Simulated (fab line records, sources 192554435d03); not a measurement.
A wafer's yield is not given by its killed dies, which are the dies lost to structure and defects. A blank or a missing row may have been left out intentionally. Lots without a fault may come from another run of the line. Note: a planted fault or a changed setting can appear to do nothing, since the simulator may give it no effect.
Matching of chambers | flow n5Finfet | N5_BEOL_M10_ETCH_61 on rieDiel-04: 4 sister chambers
The step etches SiARC in CF4, target depth 39 nm, time 65 s. 16 wafers are shown with their chamber, then 8 later ones without.

== WAFERS WITH THEIR CHAMBER ==
wafer  | chamber | showerheadPlenumPTorr (Torr) | throttleValvePct (%) | etchRfOnTimeS (s)
L074.1 | 0       | 2.09                         | 15.25                | 61.0
L074.3 | 1       | 2.20                         | 16.02                | 64.0
L074.5 | 2       | 2.19                         | 16.02                | 67.0
L078.1 | 0       | 2.09                         | 15.26                | 61.3
L078.4 | 1       | 2.19                         | 16.06                | 64.2
L078.6 | 3       | 2.10                         | 15.35                | 64.0
L077.1 | 0       | 2.09                         | 15.26                | 61.3
L077.2 | 3       | 2.10                         | 15.35                | 64.0
L077.6 | 0       | 2.09                         | 15.28                | 61.3
L084.1 | 3       | 2.09                         | 15.39                | 65.6
L084.3 | 0       | 2.08                         | 15.31                | 61.1
L084.4 | 1       | 2.19                         | 15.61                | 61.7
L087.1 | 0       | 2.08                         | 15.33                | 61.1
L087.2 | 3       | 2.09                         | 15.41                | 66.1
L087.3 | 1       | 2.19                         | 15.62                | 62.0
L092.1 | 1       | 2.18                         | 15.64                | 61.7

SIGNATURES, as means of the wafers listed above
reading               | chamber 0 | chamber 1 | chamber 2 | chamber 3 | scatter within a chamber
showerheadPlenumPTorr | 2.0867    | 2.1900    | 2.1900    | 2.0950    | 0.00601
throttleValvePct      | 15.2817   | 15.7900   | 16.0200   | 15.3750   | 0.135
etchRfOnTimeS         | 61.183    | 62.720    | 67.000    | 64.925    | 0.916
Rule: distance of a wafer from a chamber = root of the sum over the readings of ((wafer's reading minus chamber's mean) / reading's scatter) squared. If the next closest chamber is less than 2 further off than the closest, the wafer can't be placed; otherwise it belongs to the closest. The scatter: take each reading less its chamber's mean, square it, sum over the shown wafers, divide by the number of wafers less the number of chambers, and take the root.

== WAFERS WITHOUT THEIR CHAMBER ==
wafer  | showerheadPlenumPTorr (Torr) | throttleValvePct (%) | etchRfOnTimeS (s)
L092.2 | 2.07                         | 15.34                | 61.8
L092.3 | 2.18                         | 15.54                | 67.7
L096.2 | 2.08                         | 15.44                | 65.9
L096.3 | 2.18                         | 15.57                | 67.8
L096.6 | 2.18                         | 15.55                | 67.9
L097.1 | 2.18                         | 15.57                | 68.8
L097.3 | 2.07                         | 15.38                | 62.7
L097.6 | 2.18                         | 15.57                | 68.4

== THE CHAMBER EACH PASSED THROUGH ==
wafer  | from the rows above     | in truth
L092.2 | 0                       | 0
L092.3 | can't be placed: 2 or 1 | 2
L096.2 | 3                       | 3
L096.3 | 2                       | 2
L096.6 | 2                       | 2
L097.1 | 2                       | 2
L097.3 | can't be placed: 0 or 3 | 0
L097.6 | 2                       | 2
6 of 8 placed correctly. Cannot be placed on the basis of these rows: 2; the candidates contain the true chamber in 2. Number placed wrongly: 0.
